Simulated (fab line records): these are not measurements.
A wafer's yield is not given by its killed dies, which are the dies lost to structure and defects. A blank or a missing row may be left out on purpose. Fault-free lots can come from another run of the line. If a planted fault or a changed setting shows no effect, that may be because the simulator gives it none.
The tool behind it: which one? -- flow n5-finfet -- 7 lots, 21 wafers sampled, at 2 steps of a route of 1938

## WHAT THE GAUGES SHOWED, per wafer
N5_BEOL_M6_CD_MEAS_28 targets a cd of 40 nm.
lot,measured,on,cd-nm (nm)
L952,day 9 04:56,cd-sem-03,40.09 39.83 39.71
L954,day 9 22:14,cd-sem-02,40.10 40.14 40.19
L956,day 11 14:55,cd-sem-02,40.22 40.23 40.46
L961,day 12 09:16,cd-sem-01,39.89 39.98 39.94
L963,day 12 17:26,cd-sem-01,39.87 40.08 40.40
L966,day 14 06:43,cd-sem-01,39.80 40.16 40.25
L973,day 15 10:02,cd-sem-01,- - -

## WHAT TOOL EACH LOT RAN ON (gives the tool, then ch and the chambers of the sampled wafers, and finally the start)
lot,N5_BEOL_M6_EXPOSE_25
L952,"euv-scanner-02 ch 0, day 9 04:49"
L954,"euv-scanner-02 ch 0, day 9 22:06"
L956,"euv-scanner-02 ch 0, day 11 14:47"
L961,"euv-scanner-01 ch 0, day 12 09:08"
L963,"euv-scanner-01 ch 0, day 12 17:19"
L966,"euv-scanner-01 ch 0, day 14 06:35"
L973,"euv-scanner-01, day 15 09:55"
- N5_BEOL_M6_EXPOSE_25: exposes mask V5, target cd 40 nm.

## THE ANSWER, worked out from the rows above alone
Rule: the usual values come from the lots themselves. The widest of any qualifying gaps counts: lots, ordered by their means at a reading, are off when they make up no more than a third of the lots, leave a main group of 4 or more, and stand apart from it by 3 or more times the standard deviation of that group's means. If all means in a main group match to the digits the tables above print for the reading, that group is not used. A lot without any number at a reading at which 4 lots or more have one is off too. All remaining lots with rows at the step are treated as sound.
Off: L973, at N5_BEOL_M6_CD_MEAS_28 (cd-nm). Without a number there: L973. The main group has a mean of 40.07 nm with a standard deviation of 0.14.
If a tool, at a process step before that reading, ran all the lots that are off and no sound lot after the first of them, it fits. The gauges at N5_BEOL_M6_CD_MEAS_28 are tried like those tools. Can't be told from this: 2 tools fit, euv-scanner-01 at N5_BEOL_M6_EXPOSE_25, cd-sem-01 at N5_BEOL_M6_CD_MEAS_28.

## WHAT THE SIMULATOR HAD PUT IN
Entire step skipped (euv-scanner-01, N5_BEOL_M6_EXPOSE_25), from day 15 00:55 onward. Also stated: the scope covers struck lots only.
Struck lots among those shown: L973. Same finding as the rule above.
